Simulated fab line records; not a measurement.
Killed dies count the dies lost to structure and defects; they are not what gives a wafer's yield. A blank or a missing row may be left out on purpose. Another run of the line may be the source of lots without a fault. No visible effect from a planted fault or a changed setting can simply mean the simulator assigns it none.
Comparing a struck lot with a sound one | flow n5Finfet | 32 out of 1938 route steps
Sound: the wafers L593.1, L593.3, L593.4. Struck: wafer L603.1. (L603.5, L603.6 of the same lot were not struck and are left out.) The cause comes at the end.
Each step with rows lists, per side, the tool, then ch with its chambers, then its first start. Under that, the readings that differ: sound wafers | struck wafers | difference of the means | sigmas: that difference in standard deviations of wafers without a fault.
alike: same words and numbers on both sides, and readings whose means sit less than 2 such deviations apart. not compared: any withheld reading, any reading some wafer has no value for, any bound like >300 that may hide the same value, and any number with overlapping values for which the record gives no deviation.
A row with sigmas, a row that says differs or no value, or rows on one side alone: a step with any of these is where the two part. Non-overlapping numbers with no deviation appear without sigmas and do not part them. Lack of a reading on every wafer of one side parts them only where that side has two or more wafers.

first, 1 step without rows for these wafers: N5_HKMG_FIN_STRIP_56 (strips in N2/H2).
N5_HKMG_FIN_STRIP_57: strips in CF4.
  sound on rieDiel-03 ch 0,2,3, day 4 03:42; struck on rieDiel-03 ch 1, day 6 15:19
  alike: drypumpMotorCurrentA, oesProductAu, rfVppV, showerheadPlenumPTorr, throttleValvePct
  not compared: rfHoursCounterH
N5_HKMG_FIN_ETCH_58: etches SOC in N2/H2, target depth 215.8 nm, time 741 s.
  sound on rieDiel-03 ch 0,2,3, day 4 03:43; struck on rieDiel-03 ch 1, day 6 15:20
  alike: drypumpMotorCurrentA, oesProductAu, rfVppV, showerheadPlenumPTorr, throttleValvePct
  not compared: rfHoursCounterH
then, 6 steps without rows for these wafers: N5_HKMG_FIN_STRIP_93 (strips SOC in N2/H2, time 20 s); N5_HKMG_FIN_WET_ETCH_76 (etches Al2O3 in dNH4OH, stops on La2O3, target depth 2.25 nm, rinse time 30 s); N5_HKMG_FIN_STRIP_60 (strips in N2/H2, time 360 s); N5_HKMG_FIN_WET_ETCH_77 (etches La2O3 in dHCl, stops on HfO2, target depth 2 nm); N5_HKMG_FIN_WET_ETCH_78 (etches Al2O3 in dNH4OH, stops on La2O3, target depth 4.5 nm, rinse time 30 s); N5_HKMG_FIN_ALD_79 (deposits TiN, target thk 1.5 nm, pulse time 1 s, purge time 3 s).
N5_HKMG_FIN_CVD_62: deposits a-Si from Si2H6, target thk 3 nm, time 20.8 s.
  sound on thermalCvdSi-02 ch 0,2, day 4 05:10; struck on thermalCvdSi-02 ch 1, day 6 16:46
reading               | sound          | struck | difference | sigmas
heaterPowerOuterW (W) | 1180 1179 1183 | 919    | -262       | -2
  alike: heaterPowerW, susceptorTempC
then, 2 steps without rows for these wafers: N5_HKMG_FIN_RTA_80 (time 2 s); N5_HKMG_FIN_PRECLEAN_64 (cleans in dHF, time 30 s).
N5_HKMG_FIN_WET_ETCH_65: etches a-Si in TMAH, stops on TiN, time 49 s, target depth 3 nm.
  sound on wetBench-01 ch 2,4,7, day 4 05:30; struck on wetBench-03 ch 1,5,6, day 6 17:04
then, 2 steps without rows for these wafers: N5_HKMG_FIN_WET_ETCH_81 (etches TiN in SC1, stops on HfO2, time 57 s, target depth 6 nm); N5_HKMG_FIN_WET_ETCH_82 (etches La2O3 in dHCl, stops on HfO2, target depth 2 nm, rinse time 30 s).
N5_HKMG_FIN_ALD_36: deposits TiN, target thk 1 nm, pulse time 1 s, purge time 3 s.
  sound on aldMetal-03 ch 0,1, day 4 05:40; struck on aldMetal-04 ch 2, day 6 17:11
  alike: heaterPowerOuterW, heaterPowerW, precursorPulseHeightRel, susceptorTempC
N5_HKMG_FIN_THK_MEAS_70: measures by xrf.
  sound on filmMetro-01 at day 4 05:56; struck on filmMetro-02 at day 6 17:28
  alike: HK_THK
N5_HKMG_FIN_PWFM_ALD_03: deposits TiN, target thk 2 nm, pulse time 1 s, purge time 3 s.
  sound on aldMetal-03 ch 0,1, day 4 05:59; struck on aldMetal-01 ch 0, day 6 17:30
reading          | sound       | struck | difference | sigmas
heaterPowerW (W) | 796 851 783 | 994    | +184       | +2
  alike: heaterPowerOuterW, precursorPulseHeightRel, susceptorTempC
then, 8 steps without rows for these wafers: N5_HKMG_FIN_COAT_29 (time 60 s, resist thk 300 nm); N5_HKMG_FIN_COAT_30 (time 60 s, resist thk 35 nm); N5_HKMG_FIN_COAT_06 (resist thk 90 nm); N5_HKMG_FIN_EBR_08; N5_HKMG_FIN_SOFTBAKE_07 (time 60 s); N5_HKMG_FIN_EXPOSE_09 (exposes mask NWFM); N5_HKMG_FIN_PEB_10 (peb time 60 s); N5_HKMG_FIN_DEVELOP_11 (develop time 30 s).
N5_HKMG_FIN_CD_MEAS_12 targets a cd of 92.8 nm.
  sound on cdSem-02 ch 0, day 4 06:41; struck on cdSem-03 ch 0, day 6 18:20
  alike: cdNm
N5_HKMG_FIN_OVL_MEAS_13:
  sound on overlay-02 ch 0, day 4 06:43; struck on overlay-02 ch 0, day 6 18:22
reading       | sound         | struck | difference | sigmas
NWFM_OVL (nm) | -0.7 -0.5 0.4 | -1.7   | -1.4       | -2
N5_HKMG_FIN_INSPECT_14: inspects for defects (macro).
  sound on defectInspect-01 at day 4 06:45; struck on defectInspect-02 at day 6 18:23
reading        | sound | struck | difference | sigmas
rawDefectCount | 3 3 2 | >300   | differs    | 
then, 1 step without rows for these wafers: N5_HKMG_FIN_DESCUM_17 (chemistry O2, time 7.9 s).
-- a jump in the record: the struck wafers' starts before and after are 4 days apart (it breaks off in module HKMG_FIN and resumes in module BEOL_M4, where the first step shown is number 1111 of the route) --
N5_BEOL_M4_RC_MEAS_101:
  sound on prober-02 ch 0, day 8 03:02; struck on prober-01 ch 0, day 10 13:43
  alike: DIBL_N, DIBL_P, IOFF_N, IOFF_P, ION_N, ION_P, SS_N, SS_P, VT_N, VT_P
-- here the record skips 5 days between the struck wafers' starts before and after, leaving off in module BEOL_M4 and picking up in module PASSIVATION (first step shown: number 1936 of the route) --
N5_PASSIVATION_PROBE_49:
  sound on prober-02 at day 12 05:43; struck on prober-01 at day 15 06:06
reading                 | sound          | struck | difference | sigmas
defectLimitedYield (%)  | 90.3 91.9 90.7 | 83.1   | -7.9       | -6
killedAtFrontEnd        | 59 41 67       | 159    | +103       | +10
killedDies              | 114 96 110     | 200    | +93        | +6
killedOpen              | 78 71 74       | 45     | -29        | -2
sort_bin_5_function (%) | 5.2 4.7 5.5    | 10.4   | +5.3       | +6
sortNPass               | 1066 1084 1070 | 980    | -93        | -6
sortYieldPct (%)        | 90.3 91.9 90.7 | 83.1   | -7.9       | -6
  alike: killed_at_M0_to_M3, killed_at_M4_up, killedAtContacts, killedAtOther, killedShort, sort_bin_6_memory

## WHERE THEY PART
First at N5_HKMG_FIN_CVD_62; last, within this record, at N5_PASSIVATION_PROBE_49.

WHY: what had been put in by the simulator
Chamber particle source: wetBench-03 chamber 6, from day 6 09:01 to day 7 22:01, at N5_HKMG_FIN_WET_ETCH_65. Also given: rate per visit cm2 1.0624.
